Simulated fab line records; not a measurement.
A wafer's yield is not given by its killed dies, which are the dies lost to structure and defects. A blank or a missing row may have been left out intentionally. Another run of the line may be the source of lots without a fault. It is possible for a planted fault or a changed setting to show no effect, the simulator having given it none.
A lot that was struck, set against a sound lot    flow nand harc    15 steps out of a route of 1302
Sound: these wafers, L305.2, L305.4, L305.6. Struck: wafers L314.4, L314.5, L314.6. The cause is named last.
Per side, at each step with rows, come the tool, then ch with its chambers, and then its first start. Under that, the readings that differ: sound wafers    struck wafers    difference of the means    sigmas: that difference in standard deviations of wafers without a fault.
alike: same words and numbers on both sides, and readings whose means sit less than 2 such deviations apart. not compared: any withheld reading, any reading some wafer has no value for, any bound like >300 that may hide the same value, and any number with overlapping values for which the record gives no deviation.
Wherever a step has rows on one side only, a row that says differs or no value, or a row with sigmas, the two part there. Non-overlapping numbers with no deviation appear without sigmas and do not part them. A reading that every wafer of one side lacks parts them only if that side has two wafers or more.

NHARC_A_M1_PVD_20: deposits TaN, target thk 5 nm, time 8.06 s.
  sound on pvd sputter-02; struck on pvd sputter-03
  alike: throttle valve pct
then, 2 steps without rows for these wafers: NHARC_A_M1_PVD_21 (deposits Cu, target thk 30 nm, time 20.49 s); NHARC_A_M1_ECD_22 (material Cu, target thk 400 nm).
NHARC_A_M1_ANNEAL_31: time 90 s.
  sound on rtp anneal-02 ch 0, day 25 12:00; struck on rtp anneal-02 ch 0, day 29 09:47
  alike: wafer_temp_C_max
NHARC_A_M1_CMP_23: polishes, t overpolish 20 s, target thk 154.34 nm.
  sound on cmp-01 ch 0,1,3, day 25 12:19; struck on cmp-04 ch 0,3, day 29 09:58
  alike: edge zone pressure frac, motor current A, time to endpoint s
NHARC_A_M1_THK_MEAS_24: measures by xrf.
  sound: film metro-02 at day 25 12:38; struck: film metro-01 at day 29 10:17
  alike: thk nm
after that, 1 step had no rows for these wafers: NHARC_A_M1_SRD_25.
NHARC_A_M1_INSPECT_27:
  sound: defect inspect-01 at day 25 12:47; struck: defect inspect-02 at day 29 10:26
  alike: raw defect count
NHARC_A_M1_PRE_CLEAN_32: time 12 s.
  sound on pecvd-04 ch 1,2, day 25 12:53; struck on pecvd-03 ch 0,1,2, day 29 10:33
  alike: heater power outer w, heater power w
NHARC_A_M1_DEP_33: deposits SiCN, target thk 30 nm.
  sound on pecvd-04 ch 1,2, day 25 13:01; struck on pecvd-03 ch 0,1,2, day 29 10:43
  alike: heater power outer w, heater power w
then, 1 step without rows for these wafers: NHARC_A_BONDPAD_DEP_00 (deposits SiCN, target thk 250 nm).
NHARC_A_BONDPAD_CMP_29: polishes SiCN, target thk 200 nm.
  sound on cmp-02 ch 1,3, day 25 14:02; struck on cmp-02 ch 0,1,2, day 29 11:37
  no value came back on the struck wafers for edge zone pressure frac, motor current A (A); on the sound wafers edge zone pressure frac reads 0.998 0.997 1.000
NHARC_A_BONDPAD_THK_MEAS_30: measures by ellipsometry.
  sound: film metro-01 at day 25 14:17; struck: film metro-01 at day 29 11:48
reading      sound              struck             difference  sigmas
thk nm (nm)  200.9 202.0 201.0  254.8 257.9 255.5  +54.8       +37
after that, 1 step had no rows for these wafers: NHARC_A_BONDPAD_SRD_31.
NHARC_END_SORT_01:
  at this point the record logs the struck wafers (prober-02 ch 0, day 30 21:35) and has no rows for the sound ones

WHERE THEY PART
Earliest at NHARC_A_BONDPAD_CMP_29; latest, in this record, at NHARC_END_SORT_01.

WHY: what had been put in by the simulator
Entire step skipped (cmp-02, NHARC_A_BONDPAD_CMP_29), from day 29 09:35 onward. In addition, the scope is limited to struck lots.
